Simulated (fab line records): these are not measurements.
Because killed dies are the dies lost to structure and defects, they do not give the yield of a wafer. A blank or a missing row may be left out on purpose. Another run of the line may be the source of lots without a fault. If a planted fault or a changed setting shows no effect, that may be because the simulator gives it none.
fab line records | flow nandHarc
record lots=12 | wafers=35 | lastDay=34
route steps=1302 shown A_CHANNEL_FILL_D1@508 A_DECK1_JOINT@544 A_ONON_D2@556 END@1302
lots that met no fault: from a run of the same line without faults
startH: hours from the record's first day to the start of the lot's first wafer shown | waitH: time in hours since the lot's previous step | " repeats the value in the row above | L1.1+2: one row covering several wafers at once | - no value, or no start was given | * or withheld: withheld | < > ~ a bound
route shown NAME@n: NAME is a module with steps in the file, n the number in the route of the first one | usual: mean/standard deviation of fault-free wafers | same: alike in all rows | chamber/n: place in a boat | sites: each site's reading | _std_site: the values' standard deviation | _edge_site: inner sites' mean taken away from outer sites' mean | radiusMm: for every site, how far away it sits from the centre of the wafer | mask NAME#n: copy n | behind: the most recent tool/chamber to have shaped the wafer | hold: why the lot was held/for how many hours/how that ended | device: the transistor (n, p or np) that didn't switch | end of line: tests of these same wafers at the route's end | where a step has no rows: the recipe by itself | killed: count of dies lost to structure and defects at first sort (not the wafer's yield) | map: per-die view of a wafer (x killed, . not killed, _ where there is no die)
set.NAME: the setting as run; set.NAME@STEP: as run at that earlier step | model.NAME: the simulator's own value behind a step, which no gauge read
a sample of lots followed through the steps of the route, with each step as a table and each wafer as a row
services: from which hour (startH, from the record's first day; less than 0 if before it) a tool's chamber was out of use, for how many hours, and why
## steps
# step NHARC_A_CHANNEL_FILL_D1_ETCHBACK_08
# recipe targetDepthA=2200 | timeS=110 | c4f8FlowSccm=20 | arFlowSccm=withheld | rfW=600 | biasW=300 | chemistry=C4F8
# usual oesProductAu=0.95/0.036 | rfVppV=441.2/3
lot.wafer | tool       | chamber | startH | waitH | oesProductAu | rfHoursCounterH | rfVppV
L829.3    | rieDiel-03 | 0       | -      | -     | 0.93         | 8.8             | 442.3
L829.2    | "          | 2       | "      | "     | 0.93         | 9.5             | 443.6
L829.5    | "          | 0       | "      | "     | 0.93         | -               | 441.5
L830.2    | rieDiel-06 | 3       | -      | -     | 0.93         | 4.4             | 436.3
L830.1    | "          | 0       | "      | "     | 0.92         | 4.7             | 442.3
L830.5    | "          | 2       | "      | "     | 0.93         | -               | 446.4
L828.4    | rieDiel-06 | 1       | -      | -     | 0.99         | 4.1             | 444.1
L828.3    | "          | 3       | "      | "     | 1.00         | 4.9             | 437.4
L828.5    | "          | 0       | "      | "     | 0.99         | -               | 442.2
L831.2    | rieDiel-06 | 3       | -      | -     | 1.00         | 5.4             | 436.9
L831.4    | "          | 0       | "      | "     | 0.98         | 5.6             | 443.5
L831.6    | "          | 3       | "      | "     | 1.00         | -               | 437.4
L832.1    | rieDiel-06 | 2       | -      | -     | 0.94         | 5.0             | 445.9
L832.2    | "          | 3       | "      | "     | 0.93         | 5.8             | 437.1
L832.4    | "          | 0       | "      | "     | 0.92         | 6.0             | 441.5
L833.2    | rieDiel-07 | 1       | -      | -     | 0.91         | 8.4             | 445.1
L833.6    | "          | 2       | "      | "     | 0.93         | -               | 440.1
L833.5    | "          | 3       | "      | "     | 0.93         | -               | 440.5
L838.1    | rieDiel-03 | 3       | -      | -     | 0.92         | 1.9             | 438.8
L838.3    | "          | 1       | "      | "     | 0.93         | 1.2             | 439.8
L838.5    | "          | 2       | "      | "     | 0.93         | -               | 442.8
L843.3    | rieDiel-06 | 0       | -      | -     | 0.91         | 2.7             | 442.1
L843.2    | "          | 2       | "      | "     | 0.93         | 2.4             | 447.0
L845.3    | rieDiel-07 | 2       | -      | -     | 1.01         | 5.1             | 440.1
L845.1    | "          | 3       | "      | "     | 0.99         | 4.9             | 440.3
L845.2    | "          | 1       | "      | "     | 0.99         | 6.1             | 443.6
L849.4    | rieDiel-03 | 0       | -      | -     | 0.93         | 9.1             | 443.2
L849.3    | "          | 1       | "      | "     | 0.93         | 9.1             | 440.2
L849.6    | "          | 3       | "      | "     | 0.90         | -               | 438.5
L850.3    | rieDiel-07 | 2       | -      | -     | 0.95         | 5.9             | 442.2
L850.1    | "          | 3       | "      | "     | 0.93         | 5.8             | 440.9
L850.6    | "          | 3       | "      | "     | 0.91         | -               | 440.3
L851.2    | rieDiel-07 | 2       | -      | -     | 0.96         | 6.1             | 442.3
L851.1    | "          | 1       | "      | "     | 0.92         | 7.0             | 445.5
L851.5    | "          | 3       | "      | "     | 0.91         | -               | 439.7
# step NHARC_A_DECK1_JOINT_INSPECT_05
# usual rawDefectCount=315/130
lot.wafer | tool             | chamber | startH | waitH | rawDefectCount
L830.1    | defectInspect-01 | -       | 280.67 | 0.0   | 380
L830.2    | "                | -       | "      | "     | 313
L830.5    | "                | -       | "      | "     | 416
L829.2    | defectInspect-01 | -       | 280.84 | 0.0   | 160
L829.3    | "                | -       | "      | "     | 334
L829.5    | "                | -       | "      | "     | 261
L828.3    | defectInspect-01 | -       | 291.41 | 0.0   | 351
L828.4    | "                | -       | "      | "     | 490
L828.5    | "                | -       | "      | "     | 500
L831.2    | defectInspect-02 | -       | 301.73 | 0.0   | 374
L831.4    | "                | -       | "      | "     | 380
L831.6    | "                | -       | "      | "     | 283
L832.1    | defectInspect-01 | -       | 301.78 | 0.0   | 154
L832.2    | "                | -       | "      | "     | 283
L832.4    | "                | -       | "      | "     | 303
L833.2    | defectInspect-01 | -       | 327.36 | 0.0   | 397
L833.5    | "                | -       | "      | "     | 299
L833.6    | "                | -       | "      | "     | 322
L838.1    | defectInspect-02 | -       | 360.58 | 0.0   | 296
L838.3    | "                | -       | "      | "     | 191
L838.5    | "                | -       | "      | "     | 255
L843.2    | defectInspect-02 | -       | 413.90 | 0.0   | 152
L843.3    | "                | -       | "      | "     | 153
L845.1    | defectInspect-02 | -       | 437.95 | 0.0   | 211
L845.2    | "                | -       | "      | "     | 236
L845.3    | "                | -       | "      | "     | 226
L849.3    | defectInspect-01 | -       | 495.91 | 0.0   | 470
L849.4    | "                | -       | "      | "     | 343
L849.6    | "                | -       | "      | "     | 352
L850.1    | defectInspect-02 | -       | 495.93 | 0.0   | 286
L850.3    | "                | -       | "      | "     | 224
L850.6    | "                | -       | "      | "     | 309
L851.1    | defectInspect-01 | -       | 501.50 | 0.0   | 284
L851.2    | "                | -       | "      | "     | 355
L851.5    | "                | -       | "      | "     | 157
# step NHARC_A_ONON_D2_DEP_16
# recipe targetThkA=10000 | n2FlowSccm=2750 | n2oFlowSccm=2000 | nh3FlowSccm=500 | sih4FlowSccm=210 | tempC=400
lot.wafer  | tool         | chamber | startH | waitH
L830.1+2+5 | pecvdOnon-03 | 0       | 290.40 | 0.4
L829.2+3+5 | pecvdOnon-04 | 0       | 290.46 | 0.4
L828.3+4+5 | pecvdOnon-01 | 0       | 301.91 | 0.5
L832.1+2+4 | pecvdOnon-01 | 0       | 311.98 | 0.4
L831.2+4+6 | pecvdOnon-03 | 0       | 312.04 | 0.4
L833.2+5+6 | pecvdOnon-01 | 0       | 337.08 | 0.4
L838.1+3+5 | pecvdOnon-04 | 0       | 369.42 | 0.4
L843.2+3   | pecvdOnon-03 | 0       | 424.56 | 0.4
L845.1+2+3 | pecvdOnon-01 | 0       | 448.04 | 0.4
L850.1+3+6 | pecvdOnon-01 | 0       | 506.13 | 0.4
L849.3+4+6 | pecvdOnon-03 | 0       | 506.25 | 0.5
L851.1+2+5 | pecvdOnon-01 | 0       | 513.46 | 0.4
# step NHARC_A_ONON_D2_THK_MEAS_18
# recipe thkMeasGauge=ellipsometry
# usual thkNm=1000/9.5
lot.wafer | tool         | chamber | startH | waitH | hold                    | thkNm
L829.2    | filmMetro-01 | -       | 290.91 | -     | -                       | 993
L829.3    | "            | -       | "      | "     | -                       | 994
L829.5    | "            | -       | "      | "     | -                       | 993
L830.1    | filmMetro-02 | -       | 290.91 | -     | -                       | 1009
L830.2    | "            | -       | "      | "     | -                       | 1008
L830.5    | "            | -       | "      | "     | -                       | 1006
L828.3    | filmMetro-02 | -       | 302.31 | -     | -                       | 1003
L828.4    | "            | -       | "      | "     | -                       | 1004
L828.5    | "            | -       | "      | "     | -                       | 1003
L832.1    | filmMetro-02 | -       | 312.49 | -     | -                       | 1002
L832.2    | "            | -       | "      | "     | -                       | 1002
L832.4    | "            | -       | "      | "     | -                       | 1001
L831.2    | filmMetro-01 | -       | 312.50 | -     | -                       | 1004
L831.4    | "            | -       | "      | "     | -                       | 1004
L831.6    | "            | -       | "      | "     | -                       | 1003
L833.2    | filmMetro-01 | -       | 337.53 | -     | -                       | 993
L833.5    | "            | -       | "      | "     | -                       | 993
L833.6    | "            | -       | "      | "     | -                       | 994
L838.1    | filmMetro-02 | -       | 369.93 | -     | -                       | 985
L838.3    | "            | -       | "      | "     | -                       | 985
L838.5    | "            | -       | "      | "     | -                       | 984
L843.2    | filmMetro-02 | -       | 425.01 | -     | awaitDispo/0.2h/release | 1521
L843.3    | "            | -       | "      | "     | awaitDispo/0.2h/release | 1014
L843.2    | filmMetro-02 | -       | 425.18 | 0.2   | -                       | 1520
L843.3    | "            | -       | "      | "     | -                       | 1015
L845.1    | filmMetro-01 | -       | 448.54 | -     | -                       | 1000
L845.2    | "            | -       | "      | "     | -                       | 1002
L845.3    | "            | -       | "      | "     | -                       | 1001
L850.1    | filmMetro-01 | -       | 506.63 | -     | -                       | 1004
L850.3    | "            | -       | "      | "     | -                       | 1006
L850.6    | "            | -       | "      | "     | -                       | 1005
L849.3    | filmMetro-02 | -       | 506.64 | -     | -                       | 998
L849.4    | "            | -       | "      | "     | -                       | 998
L849.6    | "            | -       | "      | "     | -                       | 997
L851.1    | filmMetro-02 | -       | 513.97 | -     | -                       | 1001
L851.2    | "            | -       | "      | "     | -                       | 999
L851.5    | "            | -       | "      | "     | -                       | 1000
# step NHARC_A_ONON_D2_INSPECT_32
# usual rawDefectCount=393/150
lot.wafer | tool             | chamber | startH | waitH | rawDefectCount
L830.1    | defectInspect-02 | -       | 293.81 | 0.0   | 463
L830.2    | "                | -       | "      | "     | 403
L830.5    | "                | -       | "      | "     | 490
L829.2    | defectInspect-01 | -       | 294.01 | 0.0   | 192
L829.3    | "                | -       | "      | "     | 422
L829.5    | "                | -       | "      | "     | 327
L828.3    | defectInspect-01 | -       | 305.11 | 0.0   | 424
L828.4    | "                | -       | "      | "     | 583
L828.5    | "                | -       | "      | "     | 621
L832.1    | defectInspect-02 | -       | 315.30 | 0.1   | 210
L832.2    | "                | -       | "      | "     | 382
L832.4    | "                | -       | "      | "     | 386
L831.2    | defectInspect-02 | -       | 315.32 | 0.0   | 469
L831.4    | "                | -       | "      | "     | 455
L831.6    | "                | -       | "      | "     | 371
L833.2    | defectInspect-01 | -       | 340.34 | 0.0   | 508
L833.5    | "                | -       | "      | "     | 362
L833.6    | "                | -       | "      | "     | 392
L838.1    | defectInspect-01 | -       | 372.97 | 0.0   | 358
L838.3    | "                | -       | "      | "     | 234
L838.5    | "                | -       | "      | "     | 340
L843.2    | defectInspect-02 | -       | 431.19 | 0.0   | 204
L843.3    | "                | -       | "      | "     | 196
L845.1    | defectInspect-01 | -       | 451.68 | 0.0   | 270
L845.2    | "                | -       | "      | "     | 296
L845.3    | "                | -       | "      | "     | 270
L850.1    | defectInspect-01 | -       | 509.45 | 0.0   | 376
L850.3    | "                | -       | "      | "     | 279
L850.6    | "                | -       | "      | "     | 439
L849.3    | defectInspect-01 | -       | 509.67 | 0.0   | 582
L849.4    | "                | -       | "      | "     | 441
L849.6    | "                | -       | "      | "     | 428
L851.1    | defectInspect-02 | -       | 516.78 | 0.0   | 348
L851.2    | "                | -       | "      | "     | 459
L851.5    | "                | -       | "      | "     | 193
# step NHARC_END_SORT_01
# recipe tempC=25
# usual killedAtArray=41/10 | killedAtOther=0.8/0.91 | killedAtPeriphery=4.2/2.9 | killedDies=46/10 | killedOpen=3.5/2.1 | killedShort=2.5/1.6
# same grossDies=677
lot.wafer | tool      | chamber | startH | waitH | hold                    | killedAtArray | killedAtOther | killedAtPeriphery | killedDies | killedOpen | killedShort
L833.2    | prober-02 | 0       | 604.47 | 2.8   | -                       | 44            | 0             | 0                 | 44         | 0          | 1
L833.5    | prober-02 | 0       | 606.86 | 3.7   | -                       | 40            | 0             | 5                 | 45         | 6          | 3
L833.6    | prober-02 | 0       | 607.66 | 4.0   | -                       | 53            | 4             | 2                 | 59         | 3          | 5
L843.2    | prober-02 | 0       | 701.31 | 2.8   | awaitDispo/3.5h/release | 675           | 0             | 2                 | 677        | 6          | 1
L843.3    | prober-02 | 0       | 702.12 | 3.1   | awaitDispo/3.5h/release | 44            | 0             | 0                 | 44         | 6          | 3
L845.1    | prober-01 | 0       | 720.53 | 2.6   | -                       | 34            | 2             | 8                 | 44         | 3          | 2
L845.2    | prober-01 | 0       | 721.32 | 2.8   | -                       | 37            | 1             | 7                 | 45         | 3          | 1
L845.3    | prober-01 | 0       | 722.12 | 3.1   | -                       | 31            | 2             | 6                 | 39         | 1          | 2
L851.1    | prober-02 | 0       | 792.30 | 2.5   | -                       | 41            | 0             | 2                 | 43         | 2          | 0
L851.2    | prober-02 | 0       | 793.09 | 2.8   | -                       | 41            | 0             | 4                 | 45         | 2          | 2
L851.5    | prober-02 | 0       | 795.45 | 3.6   | -                       | 33            | 1             | 5                 | 39         | 8          | 1
# killed by level:class
L833.2 A_CHANNEL_HOLE_D2:chamberFilmFlake=15 A_CHANNEL_HOLE_D1:chamberFilmFlake=11 A_SLIT:chamberFilmFlake=10 A_CONTACT:chamberFilmFlake=4 A_ONON_D2:geometricParticle:short=1 A_DECK1_JOINT:chamberFilmFlake=1 A_STAIRCASE:chamberFilmFlake=1 A_SGD_CUT:chamberFilmFlake=1
L833.5 A_CHANNEL_HOLE_D1:chamberFilmFlake=11 A_CHANNEL_HOLE_D2:chamberFilmFlake=10 A_SLIT:chamberFilmFlake=9 P_GATE:chamberFilmFlake=2 A_CONTACT:chamberFilmFlake=2 P_CONTACT:geometricParticle:open=1 P_M0:geometricParticle:short=1 A_ONON_D1:geometricParticle:open=1
L833.6 A_CHANNEL_HOLE_D2:chamberFilmFlake=14 A_SLIT:chamberFilmFlake=14 A_CHANNEL_HOLE_D1:chamberFilmFlake=12 THIN_TSV:chamberFilmFlake=4 A_CONTACT:chamberFilmFlake=3 A_M0:geometricParticle:short=2 A_CHANNEL_FILL_D1:chamberFilmFlake=2 P_GATE:geometricParticle:open=1
L843.2 A_ONON_D2:areaDep=637 A_CHANNEL_HOLE_D2:chamberFilmFlake=14 A_CONTACT:chamberFilmFlake=6 A_DECK1_JOINT:chamberFilmFlake=4 A_CHANNEL_FILL_D2:chamberFilmFlake=2 A_STAIRCASE:chamberFilmFlake=2 A_SLIT:chamberFilmFlake=2 P_GATE:geometricParticle:open=1
L843.3 A_CHANNEL_HOLE_D2:chamberFilmFlake=12 A_CONTACT:chamberFilmFlake=7 A_SLIT:chamberFilmFlake=6 A_DECK1_JOINT:chamberFilmFlake=3 A_SOURCE_PLATE:geometricParticle:open=2 A_M0:geometricParticle:short=2 A_CHANNEL_HOLE_D1:chamberFilmFlake=2 A_STAIRCASE:chamberFilmFlake=2
L845.1 A_SLIT:chamberFilmFlake=14 P_M1:chamberFilmFlake=5 A_CHANNEL_HOLE_D1:chamberFilmFlake=3 A_STAIRCASE:chamberFilmFlake=3 A_BONDPAD:chamberFilmFlake=3 A_CHANNEL_HOLE_D1:geometricParticle:short=2 A_WL_FILL:geometricParticle:open=2 A_CHANNEL_HOLE_D2:chamberFilmFlake=2
L845.2 A_SLIT:chamberFilmFlake=11 A_CHANNEL_HOLE_D1:chamberFilmFlake=7 A_CONTACT:chamberFilmFlake=7 A_STAIRCASE:chamberFilmFlake=5 P_M1:chamberFilmFlake=4 A_CONTACT:geometricParticle:open=2 P_GATE:chamberFilmFlake=2 A_M0:chamberFilmFlake=2
L845.3 A_SLIT:chamberFilmFlake=9 A_STAIRCASE:chamberFilmFlake=6 A_CHANNEL_HOLE_D1:chamberFilmFlake=5 A_CONTACT:chamberFilmFlake=3 P_GATE:chamberFilmFlake=3 A_CHANNEL_HOLE_D2:chamberFilmFlake=2 A_M0:chamberFilmFlake=2 THIN_TSV:chamberFilmFlake=2
L851.1 A_SLIT:chamberFilmFlake=15 A_CHANNEL_HOLE_D2:chamberFilmFlake=12 A_CONTACT:chamberFilmFlake=5 A_STAIRCASE:chamberFilmFlake=4 A_WL_FILL:chamberFilmFlake=3 P_CONTACT:geometricParticle:open=1 P_M0:geometricParticle:open=1 A_CHANNEL_HOLE_D1:chamberFilmFlake=1
L851.2 A_CHANNEL_HOLE_D2:chamberFilmFlake=15 A_SLIT:chamberFilmFlake=14 A_CONTACT:chamberFilmFlake=5 P_CONTACT:chamberFilmFlake=2 A_STAIRCASE:chamberFilmFlake=2 A_WL_FILL:chamberFilmFlake=2 P_CONTACT:geometricParticle:short=1 A_CHANNEL_HOLE_D1:geometricParticle:open=1
L851.5 A_SLIT:chamberFilmFlake=11 A_CHANNEL_HOLE_D2:chamberFilmFlake=6 A_CONTACT:chamberFilmFlake=6 A_STAIRCASE:chamberFilmFlake=4 P_GATE:geometricParticle:open=2 A_SGD_CUT:geometricParticle:open=2 P_GATE:chamberFilmFlake=1 P_M0:geometricParticle:open=1
## services
tool         | chamber | startH | hours | kind
rieDiel-07   | -       | 219.17 | 0.3   | repair
rieDiel-03   | 1       | 226.98 | 4.3   | repair
pecvdOnon-03 | -       | 227.00 | 13.0  | pm
rieDiel-07   | 1       | 234.92 | 8.7   | repair
rieDiel-03   | 0       | 244.04 | 8.1   | repair
pecvdOnon-04 | -       | 249.50 | 1.2   | repair
pecvdOnon-01 | -       | 267.05 | 3.5   | repair
rieDiel-03   | -       | 281.30 | 9.0   | pm
rieDiel-06   | 0       | 286.08 | 2.9   | repair
pecvdOnon-01 | -       | 287.94 | 5.8   | repair
rieDiel-07   | -       | 294.20 | 9.0   | pm
rieDiel-06   | -       | 307.20 | 9.0   | pm
pecvdOnon-04 | -       | 316.48 | 13.0  | pm
rieDiel-03   | 1       | 392.73 | 7.1   | repair
rieDiel-03   | 3       | 393.10 | 4.0   | repair
pecvdOnon-03 | -       | 408.00 | 13.0  | pm
pecvdOnon-01 | -       | 451.64 | 13.0  | pm
rieDiel-03   | -       | 458.36 | 9.0   | pm
rieDiel-07   | -       | 471.22 | 9.0   | pm
rieDiel-06   | -       | 476.89 | 0.4   | repair
pecvdOnon-03 | -       | 481.26 | 9.3   | repair
rieDiel-06   | -       | 484.20 | 9.0   | pm
rieDiel-03   | 3       | 509.15 | 5.7   | repair
rieDiel-07   | 0       | 512.88 | 1.2   | repair
## key
firstSign step=NHARC_A_ONON_D2_THK_MEAS_18 | reading=visit | direction=added
effect step=NHARC_A_ONON_D2_THK_MEAS_18 | reading=thkNm | direction=up | sigmas=55 | usual=1000 | struck=1521
effect step=NHARC_END_SORT_01 | reading=killedDies | direction=up | sigmas=63 | usual=46 | struck=677
moreKillsBornAt NHARC_A_ONON_D2_DEP_16@pecvdOnon-03=637
metAt NHARC_A_ONON_D2_DEP_16
struckLots L843
struckWafers L843.2
laterRowsLeftOut L843.2
testerLeftOut L843
notActingAt NHARC_A_CHANNEL_FILL_D1_ETCHBACK_08,NHARC_A_DECK1_JOINT_INSPECT_05,NHARC_A_ONON_D2_INSPECT_32
onsetBetween 312.04 424.56
fault kind=processParameterDrift | tool=pecvdOnon-03 | chamber=- | onsetH=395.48 | steps=NHARC_A_ONON_D2_DEP_16 | channel=targetThkA | offset=* | shape=step | endH=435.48 | scope=struckWafersOnly | actsIn=* | stated=*
# testerLeftOut: of these lots the tester's yield and bins aren't shown, on N5 and GAA mostly nor the transistor test; their killed dies are dies lost to structure and defects alone, not to doping, threshold or leakage, so they don't give the yield
# laterRowsLeftOut: the simulator's readings of these wafers behind a module that went badly wrong aren't trusted and aren't shown, but for the sort
